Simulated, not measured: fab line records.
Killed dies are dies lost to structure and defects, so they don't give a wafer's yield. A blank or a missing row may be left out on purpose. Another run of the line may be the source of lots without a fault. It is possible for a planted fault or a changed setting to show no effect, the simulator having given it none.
Chamber matching / flow n5Finfet / N5_SD_EPI_N_LINER_46 on aldSin-01 has 4 sister chambers
The step material SiNx, target thk 3 nm. 8 wafers are shown with their chamber, then 11 later ones without.

== WAFERS, EACH WITH ITS CHAMBER ==
wafer=L080.2; chamber=2; heaterPowerW (W)=894
wafer=L081.5; chamber=0; heaterPowerW (W)=907
wafer=L081.6; chamber=3; heaterPowerW (W)=931
wafer=L083.2; chamber=0; heaterPowerW (W)=921
wafer=L085.1; chamber=1; heaterPowerW (W)=932
wafer=L085.2; chamber=3; heaterPowerW (W)=927
wafer=L085.3; chamber=2; heaterPowerW (W)=903
wafer=L087.2; chamber=1; heaterPowerW (W)=914

== WAFERS MISSING THEIR CHAMBER ==
wafer=L087.4; heaterPowerW (W)=939
wafer=L087.5; heaterPowerW (W)=909
wafer=L089.3; heaterPowerW (W)=903
wafer=L089.4; heaterPowerW (W)=918
wafer=L089.5; heaterPowerW (W)=932
wafer=L093.1; heaterPowerW (W)=936
wafer=L093.3; heaterPowerW (W)=899
wafer=L093.6; heaterPowerW (W)=938
wafer=L094.1; heaterPowerW (W)=908
wafer=L094.2; heaterPowerW (W)=920
wafer=L094.3; heaterPowerW (W)=911

== WHICH CHAMBER EACH ONE RAN IN ==
wafer=L087.4; from the rows above=can't be placed: 3 or 1 or 0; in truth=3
wafer=L087.5; from the rows above=can't be placed: 0 or 2 or 1 or 3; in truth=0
wafer=L089.3; from the rows above=can't be placed: 2 or 0 or 1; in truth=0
wafer=L089.4; from the rows above=can't be placed: 0 or 1 or 3 or 2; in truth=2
wafer=L089.5; from the rows above=can't be placed: 3 or 1 or 0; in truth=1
wafer=L093.1; from the rows above=can't be placed: 3 or 1 or 0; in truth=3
wafer=L093.3; from the rows above=can't be placed: 2 or 0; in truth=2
wafer=L093.6; from the rows above=can't be placed: 3 or 1 or 0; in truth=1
wafer=L094.1; from the rows above=can't be placed: 0 or 2 or 1 or 3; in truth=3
wafer=L094.2; from the rows above=can't be placed: 1 or 0 or 3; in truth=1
wafer=L094.3; from the rows above=can't be placed: 0 or 1 or 2 or 3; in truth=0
Correctly placed: 0 of 11. From these rows, 11 cannot be placed; in 11 the true chamber is one of the candidates. Number placed wrongly: 0.
How it was worked out, from the rows above alone: a wafer's distance from a chamber is the root of the sum, over the readings, of the square of ((its reading less the chamber's mean) divided by the reading's scatter). The wafer belongs to the nearest chamber; if the next one is less than 2 further off, it can't be placed. A chamber's mean is the mean of its shown wafers. The scatter is the square root of a quotient: the sum, over the shown wafers, of each reading's squared deviation from its chamber's mean, divided by wafers minus chambers.
